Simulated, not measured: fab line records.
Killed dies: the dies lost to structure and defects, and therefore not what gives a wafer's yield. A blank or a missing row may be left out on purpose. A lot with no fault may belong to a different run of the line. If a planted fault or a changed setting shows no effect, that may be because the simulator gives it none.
Struck lot and sound lot, side by side	flow n5Finfet	15 out of 1938 route steps
Sound: wafers L310.3, L310.5, L310.6. Struck: wafers L324.3, L324.6. (L324.5 of the same lot was not struck and is left out.) The cause comes at the end.
At each step with rows: each side's tool, then ch and its chambers, then its first start. Under that, the readings that differ: sound wafers	struck wafers	difference of the means	sigmas: that difference in standard deviations of wafers without a fault.
alike: words and numbers the same on both sides, and readings whose means are apart by under 2 such deviations; not compared: readings that were withheld, readings missing a value for some wafer, numbers with overlapping values and no deviation given by the record, and bounds like >300 which may hide the same value.
The two part at a step that has a row with sigmas, a row that says differs or no value, or rows on one side only. Numbers that don't overlap but have no deviation are shown without sigmas and don't part them. A reading that every wafer of one side lacks parts them only if that side has two wafers or more.

first, 8 steps without rows for these wafers: N5_BEOL_M11_COAT_59 (time 60 s, resist thk 100 nm); N5_BEOL_M11_COAT_60 (time 60 s, resist thk 30 nm); N5_BEOL_M11_COAT_05 (resist thk 90 nm); N5_BEOL_M11_EBR_07; N5_BEOL_M11_SOFTBAKE_06 (time 60 s); N5_BEOL_M11_EXPOSE_08 (exposes mask M11); N5_BEOL_M11_PEB_09 (peb time 60 s); N5_BEOL_M11_DEVELOP_10 (develop time 30 s).
N5_BEOL_M11_CD_MEAS_11: the cd target is 64.1 nm.
  sound on cdSem-01 ch 0, day 10 21:14; struck on cdSem-03 ch 0, day 14 23:06
reading	sound	struck	difference	sigmas
cdNm (nm)	65.0 64.6 63.8	63.8 62.8	-1.2	-2
N5_BEOL_M11_OVL_MEAS_12:
  sound on overlay-02 ch 0, day 10 21:16; struck on overlay-01 ch 0, day 14 23:09
  alike: M11_OVL
N5_BEOL_M11_INSPECT_13: inspects for defects (brightfield).
  sound: defectInspect-01 at day 10 21:17; struck: defectInspect-02 at day 14 23:10
  alike: rawDefectCount
N5_BEOL_M11_DESCUM_16: chemistry O2, time 7.9 s.
  sound on rieDiel-05 ch 0,2,3, day 10 21:19; struck on rieDiel-04 ch 0, day 14 23:43
reading	sound	struck	difference	sigmas
showerheadPlenumPTorr (Torr)	2.00 1.99 2.15	2.18 2.18	+0.13	+2
  alike: drypumpMotorCurrentA, oesProductAu, rfFwdPowerW, rfVppV, throttleValvePct
  not compared: rfHoursCounterH
N5_BEOL_M11_ETCH_61: etches SiARC in CF4, target depth 39 nm, time 65 s.
  sound on rieDiel-05 ch 0,2,3, day 10 21:21; struck on rieDiel-04 ch 0, day 14 23:45
reading	sound	struck	difference	sigmas
etchRfOnTimeS (s)	64.4 65.6 64.0	105.2 105.8	+40.8	+29
oesProductAu (a.u.)	0.63 0.63 0.81	0.51 0.51	-0.18	-3
rfFwdPowerW (W)	539.9 539.2 543.4	- -	no value on the struck wafers	
  alike: drypumpMotorCurrentA, rfVppV, showerheadPlenumPTorr, throttleValvePct
  not compared: rfHoursCounterH
N5_BEOL_M11_ETCH_62: etches SOC in N2/H2, target depth 110 nm, overetch 22 nm, time 165 s.
  sound on rieDiel-05 ch 0,2,3, day 10 21:24; struck on rieDiel-04 ch 0, day 14 23:48
  alike: drypumpMotorCurrentA, h2FlowSccm, oesProductAu, rfFwdPowerW, rfVppV, showerheadPlenumPTorr, throttleValvePct
  not compared: rfHoursCounterH
N5_PASSIVATION_PROBE_49:
  sound: prober-01 at day 13 04:18; struck: prober-01 at day 16 16:17
reading	sound	struck	difference	sigmas
killed_at_M4_up	10 12 16	19 32	+13	+2
sort_bin_4_leakage (%)	0 0 0	0.08 0	+0.04	+4
sort_bin_6_memory (%)	3.0 3.0 3.1	4.5 4.2	+1.3	+2
  alike: defectLimitedYield, killed_at_M0_to_M3, killedAtContacts, killedAtFrontEnd, killedAtOther, killedDies, killedOnRim, killedOpen, killedShort, sort_bin_5_function, sortNPass, sortYieldPct

== WHERE THEY PART ==
First at N5_BEOL_M11_CD_MEAS_11; last, within this record, at N5_PASSIVATION_PROBE_49.

WHY: the cause the simulator had injected
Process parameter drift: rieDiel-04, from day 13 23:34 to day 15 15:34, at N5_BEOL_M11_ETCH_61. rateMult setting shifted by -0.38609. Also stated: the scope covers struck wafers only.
